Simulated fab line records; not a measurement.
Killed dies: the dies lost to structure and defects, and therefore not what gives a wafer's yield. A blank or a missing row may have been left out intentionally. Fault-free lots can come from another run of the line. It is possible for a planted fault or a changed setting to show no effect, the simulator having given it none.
The tool behind it: which one? | flow n5-finfet | 24 lots with 72 wafers sampled at 6 steps, on a route of 1938 steps

== WHAT THE GAUGES SHOWED, per wafer ==
N5_BEOL_M10_OCD_MEAS_38.
lot  | measured     | on     | trench-depth-nm (nm)
L074 | day 11 05:54 | ocd-01 | 146.7 151.0 151.7
L079 | day 11 11:17 | ocd-02 | 150.6 145.1 146.3
L077 | day 11 15:18 | ocd-02 | 148.6 147.5 147.4
L076 | day 11 15:45 | ocd-02 | 145.8 149.7 149.5
L075 | day 11 18:31 | ocd-02 | 147.6 149.0 147.8
L078 | day 12 03:52 | ocd-02 | 148.4 148.3 147.4
L080 | day 12 14:11 | ocd-02 | 149.4 150.6 148.4
L081 | day 12 18:08 | ocd-01 | 148.6 149.2 143.5
L082 | day 13 14:37 | ocd-01 | 146.3 146.6 143.6
L085 | day 13 19:22 | ocd-02 | 144.7 146.0 148.4
L084 | day 15 04:23 | ocd-01 | 147.7 144.2 147.3
L086 | day 15 07:32 | ocd-01 | 143.2 149.3 149.4
L089 | day 15 14:17 | ocd-02 | 148.3 149.0 149.5
L083 | day 15 17:48 | ocd-02 | 148.8 147.6 147.7
L088 | day 15 20:41 | ocd-02 | 149.1 144.3 149.2
L087 | day 16 01:16 | ocd-01 | 151.4 148.6 151.1
L090 | day 16 05:41 | ocd-02 | 149.1 151.1 146.6
L093 | day 17 00:07 | ocd-01 | 143.8 147.1 152.3
L092 | day 17 02:16 | ocd-02 | 146.0 147.3 148.1
L091 | day 17 06:18 | ocd-02 | 148.5 145.7 146.5
L094 | day 17 08:08 | ocd-02 | 147.9 147.2 147.4
L097 | day 17 17:50 | ocd-01 | 147.0 147.6 147.2
L095 | day 17 18:18 | ocd-02 | 148.9 149.0 150.5
L096 | day 18 10:14 | ocd-01 | 150.0 148.9 149.1

N5_BEOL_M11_THK_MEAS_53: measures by xrf.
lot  | measured     | on            | M11_THK (nm)
L074 | day 11 17:23 | film-metro-02 | 137.7 139.3 137.0
L079 | day 11 22:22 | film-metro-01 | 139.0 135.6 138.0
L077 | day 11 23:59 | film-metro-02 | 137.1 137.6 138.1
L076 | day 12 00:12 | film-metro-02 | 135.8 135.7 134.4
L075 | day 12 06:36 | film-metro-02 | 137.4 139.0 140.3
L078 | day 12 15:27 | film-metro-02 | 136.7 135.8 135.9
L080 | day 13 00:08 | film-metro-01 | 139.6 136.6 139.7
L081 | day 13 04:12 | film-metro-01 | 140.7 138.9 139.5
L082 | day 14 04:49 | film-metro-02 | 137.0 136.8 135.6
L085 | day 14 06:03 | film-metro-01 | 135.8 136.9 134.9
L084 | day 15 15:09 | film-metro-01 | 144.2 140.8 142.6
L086 | day 15 16:07 | film-metro-01 | 139.0 142.9 136.7
L089 | day 15 22:33 | film-metro-02 | 139.8 140.6 139.5
L083 | day 16 03:55 | film-metro-02 | 137.1 137.7 137.5
L088 | day 16 08:43 | film-metro-01 | 138.4 138.0 136.9
L087 | day 16 10:55 | film-metro-02 | 140.4 136.4 140.8
L090 | day 16 15:40 | film-metro-01 | 137.9 141.4 132.4
L093 | day 17 10:59 | film-metro-02 | 135.9 137.8 135.9
L092 | day 17 13:49 | film-metro-01 | 140.0 135.6 137.8
L091 | day 17 20:55 | film-metro-01 | 139.1 141.1 139.7
L094 | day 17 20:28 | film-metro-02 | 138.2 139.8 138.2
L097 | day 18 05:13 | film-metro-02 | 138.2 137.2 140.6
L095 | day 18 06:32 | film-metro-02 | 137.1 136.8 135.3
L096 | day 18 22:11 | film-metro-02 | 139.8 138.5 139.1

== WHICH TOOL RAN EACH LOT (tool, then ch and the chambers of the sampled wafers, then the start) ==
lot  | N5_BEOL_M10_CURE_72           | N5_BEOL_M11_STRIP_36               | N5_BEOL_M11_STRIP_77                          | N5_BEOL_M11_ALD_74
L074 | uv-cure-01 ch 0, day 11 06:05 | rie-diel-02 ch 2,3, day 11 15:04   | rie-diel-02 ch 2,3, day 11 15:56 or earlier   | ald-metal-04 ch 1,2, day 11 15:56
L079 | uv-cure-03 ch 0, day 11 11:29 | rie-diel-02 ch 0,2, day 11 19:28   | rie-diel-02 ch 0,2, day 11 20:51 or earlier   | ald-metal-03 ch 0,1, day 11 20:51
L077 | uv-cure-03 ch 0, day 11 15:32 | rie-diel-02 ch 0,1,3, day 11 21:37 | rie-diel-02 ch 0,1,3, day 11 22:34 or earlier | ald-metal-04 ch 2,3, day 11 22:34
L076 | uv-cure-01 ch 2, day 11 16:16 | rie-diel-06 ch 0,1,3, day 11 21:46 | rie-diel-06 ch 0,1,3, day 11 22:40 or earlier | ald-metal-01 ch 0,2, day 11 22:40
L075 | uv-cure-03 ch 1, day 11 18:46 | rie-diel-03 ch 0,3, day 12 04:00   | rie-diel-03 ch 0,3, day 12 04:52 or earlier   | ald-metal-04 ch 0,3, day 12 04:52
L078 | uv-cure-02 ch 1, day 12 04:03 | rie-diel-02 ch 0,2,3, day 12 11:31 | rie-diel-02 ch 0,2,3, day 12 12:34 or earlier | ald-metal-01 ch 0,1,2, day 12 12:34
L080 | uv-cure-02 ch 2, day 12 14:23 | rie-diel-02 ch 0,2,3, day 12 20:59 | rie-diel-02 ch 0,2,3, day 12 22:27 or earlier | ald-metal-04 ch 0,2, day 12 22:27
L081 | uv-cure-02 ch 0, day 12 18:23 | rie-diel-03 ch 0,2,3, day 13 01:20 | rie-diel-03 ch 0,2,3, day 13 02:21 or earlier | ald-metal-03 ch 2,3, day 13 02:21
L082 | uv-cure-01 ch 2, day 13 14:51 | rie-diel-02 ch 0,2,3, day 14 00:34 | rie-diel-02 ch 0,2,3, day 14 01:36 or earlier | ald-metal-04 ch 0,2, day 14 01:36
L085 | uv-cure-01 ch 2, day 13 19:37 | rie-diel-03 ch 0,2,3, day 14 03:56 | rie-diel-03 ch 0,2,3, day 14 04:46 or earlier | ald-metal-04 ch 0,1,2, day 14 04:46
L084 | uv-cure-01 ch 2, day 15 04:41 | rie-diel-03 ch 1,2, day 15 11:01   | rie-diel-03 ch 1,2, day 15 12:22 or earlier   | ald-metal-04 ch 0,1, day 15 12:22
L086 | uv-cure-02 ch 0, day 15 07:47 | rie-diel-03 ch 0,1,2, day 15 13:56 | rie-diel-03 ch 0,1,2, day 15 14:49 or earlier | ald-metal-04 ch 0,2,3, day 15 14:49
L089 | uv-cure-03 ch 1, day 15 14:42 | rie-diel-03 ch 1,2, day 15 20:16   | rie-diel-03 ch 1,2, day 15 21:08 or earlier   | ald-metal-01 ch 0,2,3, day 15 21:08
L083 | uv-cure-03 ch 0, day 15 18:05 | rie-diel-02 ch 1,2, day 16 01:03   | rie-diel-02 ch 1,2, day 16 02:06 or earlier   | ald-metal-01 ch 2,3, day 16 02:06
L088 | uv-cure-01 ch 1, day 15 21:02 | rie-diel-02 ch 1,2,3, day 16 05:28 | rie-diel-02 ch 1,2,3, day 16 06:37 or earlier | ald-metal-03 ch 1,2, day 16 06:37
L087 | uv-cure-01 ch 0, day 16 01:28 | rie-diel-03 ch 1,2,3, day 16 07:53 | rie-diel-03 ch 1,2,3, day 16 09:31 or earlier | ald-metal-04 ch 0,1,2, day 16 09:31
L090 | uv-cure-01 ch 1, day 16 05:56 | rie-diel-03 ch 0,1,2, day 16 12:35 | rie-diel-03 ch 0,1,2, day 16 14:05 or earlier | ald-metal-01 ch 1,2, day 16 14:05
L093 | uv-cure-02 ch 0, day 17 00:27 | rie-diel-02 ch 2,3, day 17 07:55   | rie-diel-02 ch 2,3, day 17 09:18 or earlier   | ald-metal-04 ch 1,2,3, day 17 09:18
L092 | uv-cure-02 ch 1, day 17 02:29 | rie-diel-03 ch 0,2,3, day 17 11:00 | rie-diel-03 ch 0,2,3, day 17 12:32 or earlier | ald-metal-01 ch 1,3, day 17 12:32
L091 | uv-cure-03 ch 0, day 17 06:30 | rie-diel-06 ch 0,1,2, day 17 17:38 | rie-diel-06 ch 0,1,2, day 17 19:02 or earlier | ald-metal-04 ch 0,3, day 17 19:02
L094 | uv-cure-02 ch 0, day 17 08:19 | rie-diel-06 ch 0,1,2, day 17 18:05 | rie-diel-06 ch 0,1,2, day 17 19:06 or earlier | ald-metal-01 ch 0,2,3, day 17 19:06
L097 | uv-cure-02 ch 1, day 17 18:01 | rie-diel-06 ch 0,1,2, day 18 00:49 | rie-diel-06 ch 0,1,2, day 18 02:09 or earlier | ald-metal-01 ch 1,2,3, day 18 02:09
L095 | uv-cure-02 ch 1, day 17 18:39 | rie-diel-02 ch 1,2, day 18 04:02   | rie-diel-02 ch 1,2, day 18 04:59 or earlier   | ald-metal-03 ch 1,2, day 18 04:59
L096 | uv-cure-03 ch 0, day 18 10:48 | rie-diel-02 ch 0,2, day 18 19:02   | rie-diel-02 ch 0,2, day 18 20:41 or earlier   | ald-metal-04 ch 1,3, day 18 20:41
- N5_BEOL_M10_CURE_72: cures SiCOH lowk, time 120 s.
- N5_BEOL_M11_STRIP_36: strips in N2/H2.
- N5_BEOL_M11_STRIP_77: strips in N2/H2, time 10 s.
- N5_BEOL_M11_ALD_74: deposits TaN, target thk 2 nm, pulse time 2 s, purge time 3 s.

== WHAT THE TOOLS THEMSELVES READ (means of the sampled wafers that have a number; where no wafer has one, the mark that the record gives instead) ==
N5_BEOL_M10_CURE_72.
lot  | tool       | lamp-power-pct (%) | wafer_temp_C_max
L074 | uv-cure-01 | 52.28              | 371.8
L079 | uv-cure-03 | 52.29              | 371.1
L077 | uv-cure-03 | 52.34              | 371.4
L076 | uv-cure-01 | 52.28              | 371.8
L075 | uv-cure-03 | 52.27              | 371.0
L078 | uv-cure-02 | 52.22              | 372.2
L080 | uv-cure-02 | 52.29              | 372.0
L081 | uv-cure-02 | 52.30              | 371.0
L082 | uv-cure-01 | 52.27              | 371.5
L085 | uv-cure-01 | 52.33              | 371.1
L084 | uv-cure-01 | 52.36              | 371.2
L086 | uv-cure-02 | 52.30              | 371.5
L089 | uv-cure-03 | 52.35              | 371.4
L083 | uv-cure-03 | 52.35              | 371.5
L088 | uv-cure-01 | 52.31              | 371.4
L087 | uv-cure-01 | 52.30              | 372.1
L090 | uv-cure-01 | 52.33              | 371.6
L093 | uv-cure-02 | 52.31              | 371.5
L092 | uv-cure-02 | 52.31              | 372.2
L091 | uv-cure-03 | 52.26              | 371.3
L094 | uv-cure-02 | 52.32              | 371.5
L097 | uv-cure-02 | 52.33              | 373.1
L095 | uv-cure-02 | 52.38              | 372.4
L096 | uv-cure-03 | 52.31              | 371.2

N5_BEOL_M11_STRIP_36.
lot  | tool        | drypump-motor-current-A (A) | h2-flow-sccm (sccm) | oes-product-au (a.u.) | rf-vpp-V (V) | showerhead-plenum-p-Torr (Torr) | throttle-valve-pct (%)
L074 | rie-diel-02 | 5.9                         | 199.5               | 0.76                  | 58.6         | 2.51                            | 23.83
L079 | rie-diel-02 | 5.8                         | 200.5               | 0.82                  | 58.5         | 2.52                            | 23.51
L077 | rie-diel-02 | 5.9                         | 200.3               | 0.83                  | 57.3         | 2.50                            | 23.69
L076 | rie-diel-06 | 5.4                         | 200.2               | 0.75                  | 59.2         | 2.54                            | 23.81
L075 | rie-diel-03 | 5.2                         | 200.2               | 0.84                  | 58.6         | 2.62                            | 23.40
L078 | rie-diel-02 | 5.8                         | 199.6               | 0.78                  | 60.2         | 2.51                            | 23.64
L080 | rie-diel-02 | 5.8                         | 199.9               | 0.78                  | 58.0         | 2.51                            | 23.65
L081 | rie-diel-03 | 5.2                         | 200.5               | 0.86                  | 59.3         | 2.62                            | 23.47
L082 | rie-diel-02 | 5.8                         | 199.2               | 0.77                  | 60.0         | 2.51                            | 23.70
L085 | rie-diel-03 | 5.2                         | 200.6               | 0.85                  | 59.8         | 2.62                            | 23.47
L084 | rie-diel-03 | 5.8                         | 199.8               | 0.93                  | 59.4         | 2.63                            | 23.67
L086 | rie-diel-03 | 5.4                         | 200.9               | 0.88                  | 59.6         | 2.58                            | 23.56
L089 | rie-diel-03 | 5.5                         | 201.0               | 0.92                  | 59.3         | 2.66                            | 23.65
L083 | rie-diel-02 | 6.2                         | 199.7               | 0.79                  | 60.1         | 2.58                            | 23.64
L088 | rie-diel-02 | 6.0                         | 199.9               | 0.75                  | 59.8         | 2.54                            | 23.73
L087 | rie-diel-03 | 5.6                         | 200.8               | 0.89                  | 61.2         | 2.66                            | 23.63
L090 | rie-diel-03 | 5.4                         | 200.0               | 0.87                  | 61.3         | 2.58                            | 23.56
L093 | rie-diel-02 | 5.9                         | 200.6               | 0.70                  | 59.3         | 2.55                            | 23.72
L092 | rie-diel-03 | 5.2                         | 200.1               | 0.82                  | 60.0         | 2.61                            | 23.50
L091 | rie-diel-06 | 5.7                         | 199.5               | 0.84                  | 59.5         | 2.49                            | 23.54
L094 | rie-diel-06 | 5.8                         | 199.8               | 0.85                  | 59.5         | 2.49                            | 23.54
L097 | rie-diel-06 | 5.8                         | 200.4               | 0.84                  | 58.1         | 2.49                            | 23.54
L095 | rie-diel-02 | 6.3                         | 200.1               | 0.79                  | 60.2         | 2.57                            | 23.65
L096 | rie-diel-02 | 5.8                         | 199.9               | 0.77                  | 59.7         | 2.50                            | 23.58

N5_BEOL_M11_STRIP_77.
lot  | tool        | drypump-motor-current-A (A) | h2-flow-sccm (sccm) | oes-product-au (a.u.) | rf-vpp-V (V) | showerhead-plenum-p-Torr (Torr) | throttle-valve-pct (%)
L074 | rie-diel-02 | 5.9                         | 200.0               | 0.75                  | 58.3         | 2.51                            | 23.81
L079 | rie-diel-02 | 5.7                         | 200.2               | 0.82                  | 59.4         | 2.52                            | 23.51
L077 | rie-diel-02 | 5.9                         | 200.0               | 0.84                  | 59.3         | 2.50                            | 23.68
L076 | rie-diel-06 | 5.4                         | 199.9               | 0.76                  | 59.4         | 2.54                            | 23.80
L075 | rie-diel-03 | 5.3                         | 199.7               | 0.84                  | 59.3         | 2.62                            | 23.41
L078 | rie-diel-02 | 5.8                         | 199.9               | 0.78                  | 58.7         | 2.51                            | 23.67
L080 | rie-diel-02 | 5.8                         | 200.0               | 0.77                  | 59.2         | 2.51                            | 23.68
L081 | rie-diel-03 | 5.2                         | 199.3               | 0.86                  | 60.5         | 2.62                            | 23.47
L082 | rie-diel-02 | 5.8                         | 200.5               | 0.77                  | 58.6         | 2.51                            | 23.68
L085 | rie-diel-03 | 5.2                         | 200.5               | 0.84                  | 59.4         | 2.62                            | 23.48
L084 | rie-diel-03 | 5.7                         | 199.7               | 0.95                  | 59.6         | 2.63                            | 23.68
L086 | rie-diel-03 | 5.4                         | 200.5               | 0.87                  | 59.8         | 2.58                            | 23.55
L089 | rie-diel-03 | 5.6                         | 200.6               | 0.91                  | 58.8         | 2.66                            | 23.66
L083 | rie-diel-02 | 6.2                         | 200.1               | 0.80                  | 59.2         | 2.58                            | 23.64
L088 | rie-diel-02 | 6.0                         | 199.8               | 0.75                  | 58.8         | 2.54                            | 23.74
L087 | rie-diel-03 | 5.6                         | 199.7               | 0.89                  | 59.8         | 2.66                            | 23.59
L090 | rie-diel-03 | 5.4                         | 200.1               | 0.87                  | 60.2         | 2.58                            | 23.56
L093 | rie-diel-02 | 6.0                         | 200.8               | 0.71                  | 58.9         | 2.55                            | 23.73
L092 | rie-diel-03 | 5.2                         | 199.7               | 0.83                  | 59.9         | 2.61                            | 23.49
L091 | rie-diel-06 | 5.8                         | 199.6               | 0.85                  | 58.3         | 2.49                            | 23.54
L094 | rie-diel-06 | 5.8                         | 199.9               | 0.85                  | 59.2         | 2.49                            | 23.55
L097 | rie-diel-06 | 5.7                         | 200.1               | 0.84                  | 59.4         | 2.49                            | 23.54
L095 | rie-diel-02 | 6.2                         | 199.0               | 0.77                  | 58.7         | 2.57                            | 23.67
L096 | rie-diel-02 | 5.7                         | 200.2               | 0.77                  | 60.1         | 2.50                            | 23.57

N5_BEOL_M11_ALD_74.
lot  | tool         | heater-power-w (W) | precursor-vessel-temp-c (C) | susceptor-temp-C (C)
L074 | ald-metal-04 | 477                | 75.05                       | 275.00
L079 | ald-metal-03 | 398                | 74.98                       | 275.13
L077 | ald-metal-04 | 383                | 75.07                       | 274.96
L076 | ald-metal-01 | 460                | 75.02                       | 274.88
L075 | ald-metal-04 | 365                | 74.93                       | 274.84
L078 | ald-metal-01 | 423                | 75.08                       | 275.07
L080 | ald-metal-04 | 388                | 74.94                       | 274.70
L081 | ald-metal-03 | 380                | 75.03                       | 275.11
L082 | ald-metal-04 | 370                | 75.04                       | 274.97
L085 | ald-metal-04 | 415                | 74.99                       | 275.07
L084 | ald-metal-04 | 398                | 74.97                       | 274.89
L086 | ald-metal-04 | 375                | 75.11                       | 275.08
L089 | ald-metal-01 | 446                | 74.89                       | 274.81
L083 | ald-metal-01 | 427                | 74.99                       | 275.21
L088 | ald-metal-03 | 396                | 74.95                       | 275.11
L087 | ald-metal-04 | 423                | 74.95                       | 274.96
L090 | ald-metal-01 | 366                | 74.86                       | 275.11
L093 | ald-metal-04 | 431                | 74.95                       | 274.92
L092 | ald-metal-01 | 396                | 74.97                       | 274.86
L091 | ald-metal-04 | 368                | 75.09                       | 274.86
L094 | ald-metal-01 | 444                | 75.10                       | 275.04
L097 | ald-metal-01 | 399                | 75.05                       | 275.01
L095 | ald-metal-03 | 368                | 75.05                       | 274.97
L096 | ald-metal-04 | 429                | 74.90                       | 274.87

== THE ANSWER, worked out from the rows above alone ==
Rule: usual is defined by the lots themselves. The widest of any qualifying gaps counts: lots, ordered by their means at a reading, are off when they make up no more than a third of the lots, leave a main group of 4 or more, and stand apart from it by 3 or more times the standard deviation of that group's means. If all means in a main group match to the digits the tables above print for the reading, that group is not used. A lot without any number at a reading at which 4 lots or more have one is off too. All remaining lots with rows at the step are treated as sound. Order of review: gauges by route order, followed by the tools' own readings, for which a lot's mean as printed above is used. At the first step where some lot is off, the reading lying furthest off is the one used; lots without a number count as furthest.
Across all readings shown, no lot is off: no conclusion can be drawn from this.

== WHAT HAD BEEN PUT IN BY THE SIMULATOR ==
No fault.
